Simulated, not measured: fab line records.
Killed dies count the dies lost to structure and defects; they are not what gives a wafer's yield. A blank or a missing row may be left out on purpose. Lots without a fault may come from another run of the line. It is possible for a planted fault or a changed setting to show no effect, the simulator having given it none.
What tool caused it? :: flow nand-harc :: Sampling: 12 lots, 36 wafers, 5 of 1159 route steps

== WHAT EACH GAUGE READ, for each wafer ==
NHARC_P_M2_INSPECT_11. Usual: raw-defect-count 4.0, standard deviation 2.2.
lot: L626
measured: day 5 23:24
on: defect-inspect-02
raw-defect-count: 4 5 3
flag: 

lot: L627
measured: day 6 09:47
on: defect-inspect-02
raw-defect-count: 10 3 6
flag: 

lot: L629
measured: day 6 22:56
on: defect-inspect-02
raw-defect-count: 0 4 4
flag: 

lot: L632
measured: day 8 05:02
on: defect-inspect-02
raw-defect-count: 4 4 1
flag: 

lot: L634
measured: day 8 06:03
on: defect-inspect-02
raw-defect-count: 3 5 3
flag: 

lot: L636
measured: day 8 23:28
on: defect-inspect-02
raw-defect-count: 2 1 2
flag: 

lot: L641
measured: day 9 20:47
on: defect-inspect-01
raw-defect-count: 5 2 4
flag: 

lot: L640
measured: day 9 20:58
on: defect-inspect-01
raw-defect-count: 2 3 5
flag: 

lot: L644
measured: day 11 03:16
on: defect-inspect-01
raw-defect-count: 6 10 6
flag: 

lot: L646
measured: day 11 07:26
on: defect-inspect-01
raw-defect-count: 7 1 6
flag: 

lot: L648
measured: day 11 13:52
on: defect-inspect-02
raw-defect-count: 7 5 7
flag: 

lot: L649
measured: day 11 14:48
on: defect-inspect-02
raw-defect-count: 7 1 4
flag: 

NHARC_END_SORT_01. Usual: defect-limited-yield 94.9 %, standard deviation 1.7; killed-at-array 31, standard deviation 12; killed-at-other 0.6, standard deviation 0.85; killed-at-periphery 3.0, standard deviation 2.3; killed-dies 35, standard deviation 12; killed-open 3.2, standard deviation 1.9; killed-short 1.8, standard deviation 1.4; sort_bin_2_pct 1.6 %, standard deviation 0.7; sort_bin_3_pct 0.28 %, standard deviation 0.22; sort_bin_4_pct 3.3 %, standard deviation 1.2; sort-n-pass 642, standard deviation 12; sort-rim-yield-pct 97.7 %, standard deviation 1.5; sort-yield-pct 94.9 %, standard deviation 1.7.
lot: L632
measured: day 20 17:20
on: prober-02
defect-limited-yield (%): 95.7 96.8 97.0
killed-at-array: 22 17 15
killed-at-other: 1 0 2
killed-at-periphery: 6 5 3
killed-dies: 29 22 20
killed-open: 3 7 2
killed-short: 2 1 2
sort_bin_2_pct (%): 1.5 1.3 0.9
sort_bin_3_pct (%): 0.15 0 0.15
sort_bin_4_pct (%): 2.7 1.9 1.9
sort-n-pass: 648 655 657
sort-rim-yield-pct (%): 96.2 98.1 99.1
sort-yield-pct (%): 95.7 96.8 97.0
flag: 

lot: L634
measured: day 21 02:19
on: prober-01
defect-limited-yield (%): 93.5 94.5 92.3
killed-at-array: 40 33 50
killed-at-other: 3 2 0
killed-at-periphery: 1 2 2
killed-dies: 44 37 52
killed-open: 2 3 1
killed-short: 2 0 2
sort_bin_2_pct (%): 2.5 1.6 1.6
sort_bin_3_pct (%): 0.30 0.15 0.30
sort_bin_4_pct (%): 3.7 3.7 5.8
sort-n-pass: 633 640 625
sort-rim-yield-pct (%): 97.2 96.2 98.1
sort-yield-pct (%): 93.5 94.5 92.3
flag: 

lot: L636
measured: day 22 04:41
on: prober-01
defect-limited-yield (%): 93.1 94.5 95.3
killed-at-array: 45 33 31
killed-at-other: 1 2 1
killed-at-periphery: 1 2 0
killed-dies: 47 37 32
killed-open: 4 3 1
killed-short: 2 1 0
sort_bin_2_pct (%): 1.5 1.5 2.2
sort_bin_3_pct (%): 0.30 0.89 0.44
sort_bin_4_pct (%): 5.2 3.1 2.1
sort-n-pass: 630 640 645
sort-rim-yield-pct (%): 98.1 98.1 100.0
sort-yield-pct (%): 93.1 94.5 95.3
flag: 

lot: L641
measured: day 23 07:27
on: prober-01
defect-limited-yield (%): 94.7 95.1 93.6
killed-at-array: 34 29 38
killed-at-other: 0 1 4
killed-at-periphery: 2 3 1
killed-dies: 36 33 43
killed-open: 1 5 2
killed-short: 2 2 0
sort_bin_2_pct (%): 1.6 1.3 3.0
sort_bin_3_pct (%): 0.89 0.15 0.44
sort_bin_4_pct (%): 2.8 3.4 3.0
sort-n-pass: 641 644 634
sort-rim-yield-pct (%): 100.0 99.1 99.1
sort-yield-pct (%): 94.7 95.1 93.6
flag: 

lot: L640
measured: day 23 15:14
on: prober-01
defect-limited-yield (%): 95.1 95.3 95.0
killed-at-array: 32 32 32
killed-at-other: 0 0 0
killed-at-periphery: 1 0 2
killed-dies: 33 32 34
killed-open: 5 2 3
killed-short: 1 0 1
sort_bin_2_pct (%): 1.2 1.6 1.2
sort_bin_3_pct (%): 0.59 0.15 0.59
sort_bin_4_pct (%): 3.1 3.0 3.2
sort-n-pass: 644 645 643
sort-rim-yield-pct (%): 98.1 98.1 99.1
sort-yield-pct (%): 95.1 95.3 95.0
flag: 

lot: L648
measured: day 25 07:42
on: prober-01
defect-limited-yield (%): 92.9 94.2 94.7
killed-at-array: 41 31 31
killed-at-other: 3 2 1
killed-at-periphery: 4 6 4
killed-dies: 48 39 36
killed-open: 4 5 4
killed-short: 1 0 0
sort_bin_2_pct (%): 2.5 2.5 1.8
sort_bin_3_pct (%): 0.89 0.30 0.44
sort_bin_4_pct (%): 3.7 3.0 3.1
sort-n-pass: 629 638 641
sort-rim-yield-pct (%): 99.1 98.1 100.0
sort-yield-pct (%): 92.9 94.2 94.7
flag: 

== TOOL THAT RAN EACH LOT (tool first, then ch and the chambers of the sampled wafers, then the start) ==
lot: L626
NHARC_P_M1_DEGAS_29: pvd-sputter-03, day 5 20:20
NHARC_P_M1_PVD_20: pvd-sputter-03, day 5 23:24 or earlier
NHARC_P_M2_ETCH_35: rie-diel-13 ch 2,3, day 5 23:33

lot: L627
NHARC_P_M1_DEGAS_29: pvd-sputter-01, day 6 06:28
NHARC_P_M1_PVD_20: pvd-sputter-01, day 6 09:47 or earlier
NHARC_P_M2_ETCH_35: rie-diel-02 ch 1,2,3, day 6 09:56

lot: L629
NHARC_P_M1_DEGAS_29: pvd-sputter-01, day 6 19:46
NHARC_P_M1_PVD_20: pvd-sputter-01, day 6 22:56 or earlier
NHARC_P_M2_ETCH_35: rie-diel-02 ch 0,1,3, day 6 23:06

lot: L632
NHARC_P_M1_DEGAS_29: pvd-sputter-02, day 8 01:58
NHARC_P_M1_PVD_20: pvd-sputter-02, day 8 05:02 or earlier
NHARC_P_M2_ETCH_35: rie-diel-02 ch 2,3, day 8 05:11

lot: L634
NHARC_P_M1_DEGAS_29: pvd-sputter-01, day 8 02:38
NHARC_P_M1_PVD_20: pvd-sputter-01, day 8 06:03 or earlier
NHARC_P_M2_ETCH_35: rie-diel-02 ch 1,3, day 8 06:11

lot: L636
NHARC_P_M1_DEGAS_29: pvd-sputter-03, day 8 20:32
NHARC_P_M1_PVD_20: pvd-sputter-03, day 8 23:28 or earlier
NHARC_P_M2_ETCH_35: rie-diel-02 ch 1,2,3, day 8 23:37

lot: L641
NHARC_P_M1_DEGAS_29: pvd-sputter-03, day 9 17:38
NHARC_P_M1_PVD_20: pvd-sputter-03, day 9 20:47 or earlier
NHARC_P_M2_ETCH_35: rie-diel-06 ch 1,2, day 9 20:56

lot: L640
NHARC_P_M1_DEGAS_29: pvd-sputter-01, day 9 17:47
NHARC_P_M1_PVD_20: pvd-sputter-01, day 9 20:58 or earlier
NHARC_P_M2_ETCH_35: rie-diel-06 ch 1,2,3, day 9 21:10

lot: L644
NHARC_P_M1_DEGAS_29: pvd-sputter-02, day 10 23:44
NHARC_P_M1_PVD_20: pvd-sputter-02, day 11 03:16 or earlier
NHARC_P_M2_ETCH_35: rie-diel-13 ch 0,1, day 11 03:30

lot: L646
NHARC_P_M1_DEGAS_29: pvd-sputter-02, day 11 03:48
NHARC_P_M1_PVD_20: pvd-sputter-02, day 11 07:26 or earlier
NHARC_P_M2_ETCH_35: rie-diel-02 ch 1,3, day 11 07:35

lot: L648
NHARC_P_M1_DEGAS_29: pvd-sputter-01, day 11 10:49
NHARC_P_M1_PVD_20: pvd-sputter-01, day 11 13:52 or earlier
NHARC_P_M2_ETCH_35: rie-diel-02 ch 0,1, day 11 14:01

lot: L649
NHARC_P_M1_DEGAS_29: pvd-sputter-03, day 11 11:23
NHARC_P_M1_PVD_20: pvd-sputter-03, day 11 14:48 or earlier
NHARC_P_M2_ETCH_35: rie-diel-06 ch 1,2, day 11 14:57
- NHARC_P_M1_DEGAS_29: time 60 s.
- NHARC_P_M1_PVD_20: deposits TaN, target thk 5 nm, time 8.06 s.
- NHARC_P_M2_ETCH_35: etches the open film in N2/H2, target depth 40 nm, overetch 12 nm, time 43.94 s.

== AS READ BY THE TOOLS THEMSELVES (means over the sampled wafers that have a number; for cases with no such wafer, the mark the record gives instead) ==
NHARC_P_M1_DEGAS_29. Usual: heater-power-w 323 W, standard deviation 32.
lot: L626
tool: pvd-sputter-03
heater-power-w (W): 352
flag: 

lot: L627
tool: pvd-sputter-01
heater-power-w (W): 324
flag: 

lot: L629
tool: pvd-sputter-01
heater-power-w (W): 311
flag: 

lot: L632
tool: pvd-sputter-02
heater-power-w (W): 365
flag: 

lot: L634
tool: pvd-sputter-01
heater-power-w (W): 310
flag: 

lot: L636
tool: pvd-sputter-03
heater-power-w (W): 299
flag: 

lot: L641
tool: pvd-sputter-03
heater-power-w (W): 315
flag: 

lot: L640
tool: pvd-sputter-01
heater-power-w (W): 307
flag: 

lot: L644
tool: pvd-sputter-02
heater-power-w (W): 363
flag: 

lot: L646
tool: pvd-sputter-02
heater-power-w (W): 394
flag: 

lot: L648
tool: pvd-sputter-01
heater-power-w (W): 294
flag: 

lot: L649
tool: pvd-sputter-03
heater-power-w (W): 352
flag: 

NHARC_P_M1_PVD_20. Usual: chamber-pressure-pa 0.11999 Pa, standard deviation 0.00027; substrate-temp-c 49.99 C, standard deviation 0.12; throttle-valve-pct 30.2 %, standard deviation 0.89.
lot: L626
tool: pvd-sputter-03
chamber-pressure-pa (Pa): 0.11996
substrate-temp-c (C): 49.98
throttle-valve-pct (%): 30.5
flag: 

lot: L627
tool: pvd-sputter-01
chamber-pressure-pa (Pa): 0.12016
substrate-temp-c (C): 50.05
throttle-valve-pct (%): 30.7
flag: 

lot: L629
tool: pvd-sputter-01
chamber-pressure-pa (Pa): 0.11988
substrate-temp-c (C): 50.09
throttle-valve-pct (%): 30.3
flag: 

lot: L632
tool: pvd-sputter-02
chamber-pressure-pa (Pa): 0.12017
substrate-temp-c (C): 50.11
throttle-valve-pct (%): 29.4
flag: 

lot: L634
tool: pvd-sputter-01
chamber-pressure-pa (Pa): 0.12013
substrate-temp-c (C): 49.98
throttle-valve-pct (%): 30.3
flag: 

lot: L636
tool: pvd-sputter-03
chamber-pressure-pa (Pa): 0.12007
substrate-temp-c (C): 50.01
throttle-valve-pct (%): 29.9
flag: 

lot: L641
tool: pvd-sputter-03
chamber-pressure-pa (Pa): 0.11996
substrate-temp-c (C): 49.95
throttle-valve-pct (%): 30.5
flag: 

lot: L640
tool: pvd-sputter-01
chamber-pressure-pa (Pa): 0.12021
substrate-temp-c (C): 49.99
throttle-valve-pct (%): 30.7
flag: 

lot: L644
tool: pvd-sputter-02
chamber-pressure-pa (Pa): 0.12010
substrate-temp-c (C): 50.01
throttle-valve-pct (%): 29.4
flag: 

lot: L646
tool: pvd-sputter-02
chamber-pressure-pa (Pa): 0.12016
substrate-temp-c (C): 50.09
throttle-valve-pct (%): 29.4
flag: 

lot: L648
tool: pvd-sputter-01
chamber-pressure-pa (Pa): 0.11994
substrate-temp-c (C): 49.98
throttle-valve-pct (%): 29.6
flag: 

lot: L649
tool: pvd-sputter-03
chamber-pressure-pa (Pa): 0.11994
substrate-temp-c (C): 50.02
throttle-valve-pct (%): 29.8
flag: 

NHARC_P_M2_ETCH_35. Usual: drypump-motor-current-A 6.0 A, standard deviation 0.42; oes-product-au 1.001 a.u., standard deviation 0.0065; rf-vpp-V 430.6 V, standard deviation 2.5; run-length-s 64.9 s, standard deviation 0.42; showerhead-plenum-p-Torr 2.04 Torr, standard deviation 0.085; throttle-valve-pct 14.171 %, standard deviation 0.0086.
lot: L626
tool: rie-diel-13
drypump-motor-current-A (A): 6.2
oes-product-au (a.u.): 1.003
rf-vpp-V (V): 432.9
run-length-s (s): 65.3
showerhead-plenum-p-Torr (Torr): 2.11
throttle-valve-pct (%): 14.180
flag: 

lot: L627
tool: rie-diel-02
drypump-motor-current-A (A): 6.2
oes-product-au (a.u.): 1.008
rf-vpp-V (V): 430.9
run-length-s (s): 65.0
showerhead-plenum-p-Torr (Torr): 2.08
throttle-valve-pct (%): 14.177
flag: 

lot: L629
tool: rie-diel-02
drypump-motor-current-A (A): 6.2
oes-product-au (a.u.): 1.000
rf-vpp-V (V): 429.8
run-length-s (s): 64.9
showerhead-plenum-p-Torr (Torr): 2.03
throttle-valve-pct (%): 14.162
flag: 

lot: L632
tool: rie-diel-02
drypump-motor-current-A (A): 6.1
oes-product-au (a.u.): 0.999
rf-vpp-V (V): 431.1
run-length-s (s): 64.6
showerhead-plenum-p-Torr (Torr): 2.07
throttle-valve-pct (%): 14.171
flag: 

lot: L634
tool: rie-diel-02
drypump-motor-current-A (A): 6.3
oes-product-au (a.u.): 1.014
rf-vpp-V (V): 430.0
run-length-s (s): 60.4
showerhead-plenum-p-Torr (Torr): 2.04
throttle-valve-pct (%): 14.167
flag: OFF

lot: L636
tool: rie-diel-02
drypump-motor-current-A (A): 6.2
oes-product-au (a.u.): 1.007
rf-vpp-V (V): 432.1
run-length-s (s): 60.2
showerhead-plenum-p-Torr (Torr): 2.08
throttle-valve-pct (%): 14.168
flag: OFF

lot: L641
tool: rie-diel-06
drypump-motor-current-A (A): 5.3
oes-product-au (a.u.): 0.995
rf-vpp-V (V): 429.7
run-length-s (s): 65.2
showerhead-plenum-p-Torr (Torr): 1.98
throttle-valve-pct (%): 14.163
flag: 

lot: L640
tool: rie-diel-06
drypump-motor-current-A (A): 5.7
oes-product-au (a.u.): 0.997
rf-vpp-V (V): 432.3
run-length-s (s): 64.9
showerhead-plenum-p-Torr (Torr): 2.07
throttle-valve-pct (%): 14.177
flag: 

lot: L644
tool: rie-diel-13
drypump-motor-current-A (A): 6.2
oes-product-au (a.u.): 0.997
rf-vpp-V (V): 428.3
run-length-s (s): 65.2
showerhead-plenum-p-Torr (Torr): 1.96
throttle-valve-pct (%): 14.179
flag: 

lot: L646
tool: rie-diel-02
drypump-motor-current-A (A): 6.3
oes-product-au (a.u.): 1.003
rf-vpp-V (V): 429.8
run-length-s (s): 65.0
showerhead-plenum-p-Torr (Torr): 2.04
throttle-valve-pct (%): 14.165
flag: 

lot: L648
tool: rie-diel-02
drypump-motor-current-A (A): 6.1
oes-product-au (a.u.): 1.003
rf-vpp-V (V): 431.5
run-length-s (s): 64.9
showerhead-plenum-p-Torr (Torr): 2.07
throttle-valve-pct (%): 14.172
flag: 

lot: L649
tool: rie-diel-06
drypump-motor-current-A (A): 5.3
oes-product-au (a.u.): 1.002
rf-vpp-V (V): 429.3
run-length-s (s): 65.2
showerhead-plenum-p-Torr (Torr): 1.98
throttle-valve-pct (%): 14.169
flag: 

== THE ANSWER, worked out from the rows above alone ==
Rule: a lot counts as off when the mean over its wafers that have a number is more than 3 standard deviations away from the usual mean. A lot without any number at a reading at which 4 lots or more have one is off too. Where the step has rows for the other lots, those lots are counted as sound. After the gauges, taken in route order, come the tools' own readings; for these a lot's mean is taken, as printed above. At the first step where some lot is off, the reading lying furthest off is the one used; lots without a number count as furthest.
Off: L634, L636, at NHARC_P_M2_ETCH_35 (run-length-s).
If a tool, at that step or one of the process steps before it, ran each lot that is off and ran no sound lot following the first of them, it fits. NHARC_P_M1_PVD_20: start missing for some lots; hours and lot order therefore follow NHARC_P_M2_INSPECT_11. Of those tried, none fits.

== WHAT WAS PUT IN BY THE SIMULATOR ==
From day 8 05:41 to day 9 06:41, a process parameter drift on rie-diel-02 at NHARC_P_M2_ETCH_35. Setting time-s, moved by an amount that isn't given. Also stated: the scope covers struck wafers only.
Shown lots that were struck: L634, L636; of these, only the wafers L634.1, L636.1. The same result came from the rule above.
